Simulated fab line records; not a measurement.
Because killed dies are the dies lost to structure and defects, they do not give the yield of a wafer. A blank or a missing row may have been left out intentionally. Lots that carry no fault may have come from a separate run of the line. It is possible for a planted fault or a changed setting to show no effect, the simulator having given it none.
Lot-split experiment ; flow n5-finfet ; 7 lots, 21 wafers read, on a route of 1938 steps

## THE SPLIT
At N5_BEOL_M9_TRENCH_ETCH_37 (etches SiCOH lowk in C4F6/O2, target depth 151.43 nm, time 49 s), the setting bias-w was moved away from the recipe's 185 W on 6 of the 21 wafers read, by +4.8% to +13.8%. For the rest of the wafers, this setting stayed at what the recipe calls for.

The reading comes from the split's own step.

## THE READING
rf-vpp-V, in V, at N5_BEOL_M9_TRENCH_ETCH_37 (etches SiCOH lowk in C4F6/O2, target depth 151.43 nm, time 49 s). A value of 666 V with a standard deviation of 8.9 V is what fault-free wafers of this fab line usually give.

wafer;tool, chamber at the split;bias-w as run, W;against the recipe;rf-vpp-V, V;against lot-mates on the recipe
L074.1;rie-diel-05, 1;185;recipe;656;-
L074.2;rie-diel-05, 3;185;recipe;668;-
L074.6;rie-diel-05, 0;185;recipe;677;-
L076.1;rie-diel-06, 3;210.6;+13.8%;740;+85
L076.3;rie-diel-06, 1;210.6;+13.8%;725;+70
L076.6;rie-diel-06, 1;185;recipe;655;-
L078.3;rie-diel-06, 2;185;recipe;662;-
L078.4;rie-diel-06, 1;185;recipe;655;-
L078.6;rie-diel-06, 1;185;recipe;654;-
L081.1;rie-diel-06, 1;193.8;+4.8%;679;+4
L081.2;rie-diel-06, 2;185;recipe;675;-
L081.6;rie-diel-06, 2;193.8;+4.8%;698;+23
L080.1;rie-diel-06, 0;185;recipe;664;-
L080.3;rie-diel-06, 1;185;recipe;654;-
L080.5;rie-diel-06, 3;185;recipe;668;-
L088.2;rie-diel-02, 3;185;recipe;652;-
L088.3;rie-diel-02, 1;185;recipe;665;-
L088.5;rie-diel-02, 2;185;recipe;677;-
L097.2;rie-diel-06, 3;185;recipe;668;-
L097.3;rie-diel-06, 2;209.5;+13.2%;744;+76
L097.5;rie-diel-06, 3;209.5;+13.2%;737;+69

FIT RESULTS
A straight line over all 21 wafers: rf-vpp-V changes by +5.39 V for each +1% of bias-w; r = +0.96; the points scatter about the line by 8.9 V.
The same after taking each lot's own level away (the mean of its wafers on the recipe; 21 wafers): +5.47 V for each +1%; r = +0.96; scatter 8.2 V.
According to that fit, moving bias-w by its largest amount changes the reading by 76 V.
Measured against the standard deviation above, the lots' own levels, which go from 655.0 to 675.0 V, span 2.2 times it.
The two slopes agree, so the slope changes little with the lot-to-lot level.
Check: +71.2 V against its lot-mates is what the line predicts for one of the wafers moved furthest among these (+13.8%) when that wafer is left out of the fit. It came out at +85 V against them.
Tool readings at the split's step, against how far the setting was moved: rf-vpp-V r = +0.96.

## THESE WAFERS: OTHER SPLITS
Before the reading, these wafers also passed through other splits. Each is held against what the fit with the lots' levels taken away leaves over:
other split on the same wafers;wafers away from the commonest value;r with rf-vpp-V (lot level and that fit taken away)
N5_BEOL_M9_HM_DEP_02 target-thk-a;10;+0.30
N5_BEOL_M9_DESCUM_16 time-s;8;+0.01

## THE FILE'S OWN FIT
rf-vpp-V changes by +5.37 V for each +1% of bias-w, r = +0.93.
